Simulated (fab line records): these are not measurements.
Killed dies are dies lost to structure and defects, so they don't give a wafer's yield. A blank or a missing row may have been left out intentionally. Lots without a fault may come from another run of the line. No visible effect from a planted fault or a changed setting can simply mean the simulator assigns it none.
Which tool is to blame?    flow nand harc    18 wafers from 6 lots sampled at 5 of the route's 1302 steps

== WHAT EACH GAUGE READ, for each wafer ==
NHARC_END_SORT_01.
lot   measured      on         killed at other
L527  day 25 07:08  prober-01  0 0 0
L530  day 26 11:08  prober-01  5 5 1
L544  day 31 17:05  prober-02  0 0 0
L546  day 32 08:38  prober-01  1 0 0

== TOOL THAT RAN EACH LOT (tool first, then ch and the chambers of the sampled wafers, then the start) ==
lot   NHARC_A_CHANNEL_FILL_D1_ALD_03                  NHARC_A_CHANNEL_FILL_D1_ALD_14    NHARC_A_CHANNEL_FILL_D1_ETCHBACK_19  NHARC_A_CHANNEL_FILL_D1_ETCHBACK_20
L527  ald sin batch-03 ch 0, day 9 16:25 or earlier   ald hk-04 ch 0,1,2, day 9 16:25   rie si-04 ch 1,2, day 10 10:05       rie diel-05 ch 0,1, day 10 10:13
L530  ald sin batch-01 ch 0, day 10 18:33 or earlier  ald hk-01 ch 0,2,3, day 10 18:33  rie si-02 ch 0,1, day 11 11:44       rie diel-05 ch 0,2, day 11 11:52
L535  ald sin batch-01 ch 0, day 12 23:56 or earlier  ald hk-01 ch 0,3, day 12 23:56    rie si-06 ch 0,3, day 13 17:07       rie diel-09 ch 2,3, day 13 17:13
L544  ald sin batch-02 ch 0, day 16 20:37 or earlier  ald hk-04 ch 1,2,3, day 16 20:37  rie si-06 ch 0,1,3, day 17 14:17     rie diel-09 ch 0,1,3, day 17 14:25
L546  ald sin batch-03 ch 0, day 17 06:33 or earlier  ald hk-03 ch 1,2,3, day 17 06:33  rie si-04 ch 1,2,3, day 17 23:42     rie diel-09 ch 0,1,2, day 17 23:52
L549  ald sin batch-01 ch 0, day 18 16:25 or earlier  ald hk-04 ch 0,2,3, day 18 16:25  rie si-04 ch 0,1,2, day 19 09:04     rie diel-13 ch 1,2,3, day 19 09:12
- NHARC_A_CHANNEL_FILL_D1_ALD_03: deposits SiNx, target thk 6 nm, pulse time 60 s, ald cycles 58.
- NHARC_A_CHANNEL_FILL_D1_ALD_14: deposits SiO2, target thk 2.5 nm, pulse time 10 s, ald cycles 25.
- NHARC_A_CHANNEL_FILL_D1_ETCHBACK_19: etches the open film in HBr/Cl2, target depth 5 nm, time 1.7 s.
- NHARC_A_CHANNEL_FILL_D1_ETCHBACK_20: etches the open film in C4F8/O2/Ar, target depth 27 nm, time 13.5 s.

== THE ANSWER, worked out from the rows above alone ==
Rule: what is usual is taken from the lots themselves. The widest of any qualifying gaps counts: lots, ordered by their means at a reading, are off when they make up no more than a third of the lots, leave a main group of 4 or more, and stand apart from it by 3 or more times the standard deviation of that group's means. A main group is skipped when, at the precision printed for the reading in the tables above, its means are all equal. A lot without any number at a reading at which 4 lots or more have one is off too. All remaining lots with rows at the step are treated as sound.
None of the lots is off at any reading shown; this tells nothing.

== WHAT THE SIMULATOR HAD INSERTED ==
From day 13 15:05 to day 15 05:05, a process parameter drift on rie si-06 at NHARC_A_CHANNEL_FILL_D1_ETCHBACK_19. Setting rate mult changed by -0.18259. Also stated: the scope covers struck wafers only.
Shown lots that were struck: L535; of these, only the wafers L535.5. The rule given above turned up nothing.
